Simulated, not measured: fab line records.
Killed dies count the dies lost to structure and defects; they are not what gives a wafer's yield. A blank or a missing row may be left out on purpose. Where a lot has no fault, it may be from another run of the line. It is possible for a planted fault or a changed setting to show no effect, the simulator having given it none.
Split-lot experiment    flow n5 finfet    route with 1938 steps; 7 lots, 21 wafers read

## THE SPLIT
At N5_MIM_TOP_ALD_01 (deposits HfO2, target thk 5.6 nm, pulse time 1 s, purge time 3 s), the setting ald cycles was moved away from the recipe's 62 on 5 of the 21 wafers read, by -11.3% to -8.1%. This setting was run at the recipe's value on the other wafers.

Reading taken at the split's own step.

## THE READING
HfO2_of_MIM_TOP_ALD_01.thk nm (the simulator's own value, which no gauge read), in nm, at N5_MIM_TOP_ALD_01 (deposits HfO2, target thk 5.6 nm, pulse time 1 s, purge time 3 s). No usual value for it is given in the file.

wafer   tool, chamber at the split  ald cycles as run  against the recipe  HfO2_of_MIM_TOP_ALD_01.thk nm, nm  against lot-mates on the recipe
L079.1  ald hk-03, 2,0              62                 recipe              5.6                                -
L079.6  ald hk-03, 2,0              62                 recipe              5.6                                -
L079.4  ald hk-03, 1                56                 -9.7%               5                                  -0.6
L080.1  ald hk-01, 1,0,3            62                 recipe              5.6                                -
L080.5  ald hk-01, 1,0,3            62                 recipe              5.6                                -
L080.6  ald hk-01, 1,0,3            62                 recipe              5.6                                -
L082.1  ald hk-02, 2,3,2            62                 recipe              5.6                                -
L082.2  ald hk-02, 2,3,2            62                 recipe              5.6                                -
L082.6  ald hk-02, 2,3,2            62                 recipe              5.6                                -
L084.2  ald hk-03, 3,0              57                 -8.1%               5.2                                -0.4
L084.4  ald hk-03, 3,0              57                 -8.1%               5.2                                -0.4
L084.3  ald hk-03, 2                62                 recipe              5.6                                -
L089.3  ald hk-01, 2                55                 -11.3%              5                                  -0.6
L089.4  ald hk-01, 1,2              62                 recipe              5.6                                -
L089.5  ald hk-01, 1,2              62                 recipe              5.6                                -
L087.1  ald hk-02, 2,0,3            62                 recipe              5.6                                -
L087.4  ald hk-02, 2,0,3            62                 recipe              5.6                                -
L087.6  ald hk-02, 2,0,3            62                 recipe              5.6                                -
L095.1  ald hk-02, 1                56                 -9.7%               5                                  -0.6
L095.3  ald hk-02, 3,1              62                 recipe              5.6                                -
L095.6  ald hk-02, 3,1              62                 recipe              5.6                                -
If several chambers appear in one row, that row covers several wafers at once and the file leaves open which wafer was in which chamber.

FIT RESULTS
A straight line over all 21 wafers: HfO2_of_MIM_TOP_ALD_01.thk nm changes by +0.0559 nm for each +1% of ald cycles; r = +0.99; the points scatter about the line by 0.026 nm.
The same after taking each lot's own level away (the mean of its wafers on the recipe; 21 wafers): +0.0559 nm for each +1%; r = +0.99; scatter 0.026 nm.
According to that fit, moving ald cycles by its largest amount changes the reading by 0.63 nm.
The lots' own levels span 5.60 to 5.60 nm.
Hence the lot-to-lot level has little effect on the slope; both slopes agree.
Check: with one of the wafers moved furthest among these (-11.3%) left out of the fit, the line predicts -0.643 nm for it against its lot-mates. It came out at -0.6 nm against them.

## THESE WAFERS: OTHER SPLITS
Before the reading, these wafers also passed through other splits. Each is held against what the fit with the lots' levels taken away leaves over:
other split on the same wafers     wafers away from the commonest value  r with HfO2_of_MIM_TOP_ALD_01.thk nm (lot level and that fit taken away)
N5_BEOL_M10_COAT_64 spin rpm       10                                    +0.19
N5_BEOL_M11_ETCH_41 time s         5                                     +0.23
N5_BEOL_M13_TRENCH_ETCH_34 time s  9                                     +0.01
N5_BEOL_M13_SPUTTER_44 time s      4                                     +0.01
N5_BEOL_M14_SPUTTER_43 power w     6                                     +0.21
N5_BEOL_M14_SPUTTER_44 power w     9                                     -0.36
N5_BEOL_M15_CMP_49 down force psi  6                                     +0.30

## FILE'S OWN FIT
HfO2_of_MIM_TOP_ALD_01.thk nm changes by +0.0569 nm for each +1% of ald cycles, r = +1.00.
